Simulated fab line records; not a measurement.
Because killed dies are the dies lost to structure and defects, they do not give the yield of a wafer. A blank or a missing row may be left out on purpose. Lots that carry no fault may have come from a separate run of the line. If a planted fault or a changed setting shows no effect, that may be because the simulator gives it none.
Chamber matching || flow nand-harc || NHARC_A_CONTACT_ETCH_90 on rie-diel-01: 4 sister chambers
The step etches the open film in CH3F/O2, target depth 40 nm, time 85.7 s. 16 wafers are shown with their chamber, then 8 later ones without.

## EACH WAFER AND ITS CHAMBER
{"wafer": "L713.2", "chamber": 2, "showerhead-plenum-p-Torr (Torr)": 2.47, "drypump-motor-current-A (A)": 4.9, "rf-vpp-V (V)": 243.9}
{"wafer": "L713.3", "chamber": 0, "showerhead-plenum-p-Torr (Torr)": 2.33, "drypump-motor-current-A (A)": 6.0, "rf-vpp-V (V)": 243.5}
{"wafer": "L713.4", "chamber": 3, "showerhead-plenum-p-Torr (Torr)": 2.35, "drypump-motor-current-A (A)": 6.3, "rf-vpp-V (V)": 242.5}
{"wafer": "L714.2", "chamber": 2, "showerhead-plenum-p-Torr (Torr)": 2.47, "drypump-motor-current-A (A)": 4.9, "rf-vpp-V (V)": 245.4}
{"wafer": "L714.5", "chamber": 1, "showerhead-plenum-p-Torr (Torr)": 2.65, "drypump-motor-current-A (A)": 4.9, "rf-vpp-V (V)": 246.3}
{"wafer": "L714.6", "chamber": 2, "showerhead-plenum-p-Torr (Torr)": 2.47, "drypump-motor-current-A (A)": 4.9, "rf-vpp-V (V)": 243.7}
{"wafer": "L719.3", "chamber": 3, "showerhead-plenum-p-Torr (Torr)": 2.35, "drypump-motor-current-A (A)": 6.3, "rf-vpp-V (V)": 241.0}
{"wafer": "L719.4", "chamber": 1, "showerhead-plenum-p-Torr (Torr)": 2.65, "drypump-motor-current-A (A)": 5.0, "rf-vpp-V (V)": 246.4}
{"wafer": "L719.5", "chamber": 0, "showerhead-plenum-p-Torr (Torr)": 2.33, "drypump-motor-current-A (A)": 6.0, "rf-vpp-V (V)": 242.6}
{"wafer": "L717.4", "chamber": 2, "showerhead-plenum-p-Torr (Torr)": 2.47, "drypump-motor-current-A (A)": 4.9, "rf-vpp-V (V)": 244.0}
{"wafer": "L717.5", "chamber": 1, "showerhead-plenum-p-Torr (Torr)": 2.65, "drypump-motor-current-A (A)": 4.9, "rf-vpp-V (V)": 246.4}
{"wafer": "L717.6", "chamber": 2, "showerhead-plenum-p-Torr (Torr)": 2.47, "drypump-motor-current-A (A)": 4.9, "rf-vpp-V (V)": 244.4}
{"wafer": "L720.1", "chamber": 3, "showerhead-plenum-p-Torr (Torr)": 2.34, "drypump-motor-current-A (A)": 6.3, "rf-vpp-V (V)": 242.2}
{"wafer": "L720.4", "chamber": 1, "showerhead-plenum-p-Torr (Torr)": 2.65, "drypump-motor-current-A (A)": 4.9, "rf-vpp-V (V)": 247.2}
{"wafer": "L720.6", "chamber": 0, "showerhead-plenum-p-Torr (Torr)": 2.33, "drypump-motor-current-A (A)": 6.0, "rf-vpp-V (V)": 243.4}
{"wafer": "L722.2", "chamber": 1, "showerhead-plenum-p-Torr (Torr)": 2.64, "drypump-motor-current-A (A)": 5.0, "rf-vpp-V (V)": 248.1}

SIGNATURES, as means of the wafers listed above
{"reading": "showerhead-plenum-p-Torr", "chamber 0": 2.3300, "chamber 1": 2.6480, "chamber 2": 2.4700, "chamber 3": 2.3467, "scatter within a chamber": 0.0035}
{"reading": "drypump-motor-current-A", "chamber 0": 6.000, "chamber 1": 4.940, "chamber 2": 4.900, "chamber 3": 6.300, "scatter within a chamber": 0.0316}
{"reading": "rf-vpp-V", "chamber 0": 243.167, "chamber 1": 246.880, "chamber 2": 244.280, "chamber 3": 241.900, "scatter within a chamber": 0.705}
Rule: for each reading, subtract the chamber's mean from the wafer's reading, divide by that reading's scatter and square the result; add these up over the readings and take the root, which gives the wafer's distance from the chamber. The wafer belongs to the nearest chamber; if the next one is less than 2 further off, it can't be placed. How the scatter is found: for the shown wafers, subtract from each reading the mean of its chamber, square and add these, divide the total by (wafers less chambers), then take the root.

## WAFERS WITH NO CHAMBER GIVEN
{"wafer": "L722.3", "showerhead-plenum-p-Torr (Torr)": 2.32, "drypump-motor-current-A (A)": 6.0, "rf-vpp-V (V)": 242.3}
{"wafer": "L722.4", "showerhead-plenum-p-Torr (Torr)": 2.47, "drypump-motor-current-A (A)": 4.9, "rf-vpp-V (V)": 245.1}
{"wafer": "L727.1", "showerhead-plenum-p-Torr (Torr)": 2.47, "drypump-motor-current-A (A)": 5.0, "rf-vpp-V (V)": 245.7}
{"wafer": "L727.3", "showerhead-plenum-p-Torr (Torr)": 2.34, "drypump-motor-current-A (A)": 6.3, "rf-vpp-V (V)": 244.8}
{"wafer": "L727.6", "showerhead-plenum-p-Torr (Torr)": 2.64, "drypump-motor-current-A (A)": 5.0, "rf-vpp-V (V)": 247.3}
{"wafer": "L725.2", "showerhead-plenum-p-Torr (Torr)": 2.34, "drypump-motor-current-A (A)": 6.3, "rf-vpp-V (V)": 243.2}
{"wafer": "L725.3", "showerhead-plenum-p-Torr (Torr)": 2.32, "drypump-motor-current-A (A)": 6.0, "rf-vpp-V (V)": 242.5}
{"wafer": "L725.5", "showerhead-plenum-p-Torr (Torr)": 2.32, "drypump-motor-current-A (A)": 6.0, "rf-vpp-V (V)": 242.8}

## WHICH CHAMBER EACH ONE RAN IN
{"wafer": "L722.3", "from the rows above": 0, "in truth": 0}
{"wafer": "L722.4", "from the rows above": 2, "in truth": 2}
{"wafer": "L727.1", "from the rows above": 2, "in truth": 2}
{"wafer": "L727.3", "from the rows above": 3, "in truth": 3}
{"wafer": "L727.6", "from the rows above": 1, "in truth": 1}
{"wafer": "L725.2", "from the rows above": 3, "in truth": 3}
{"wafer": "L725.3", "from the rows above": 0, "in truth": 0}
{"wafer": "L725.5", "from the rows above": 0, "in truth": 0}
Placed correctly: 8 of 8. Not placeable from these rows: 0. 0 placed wrongly.
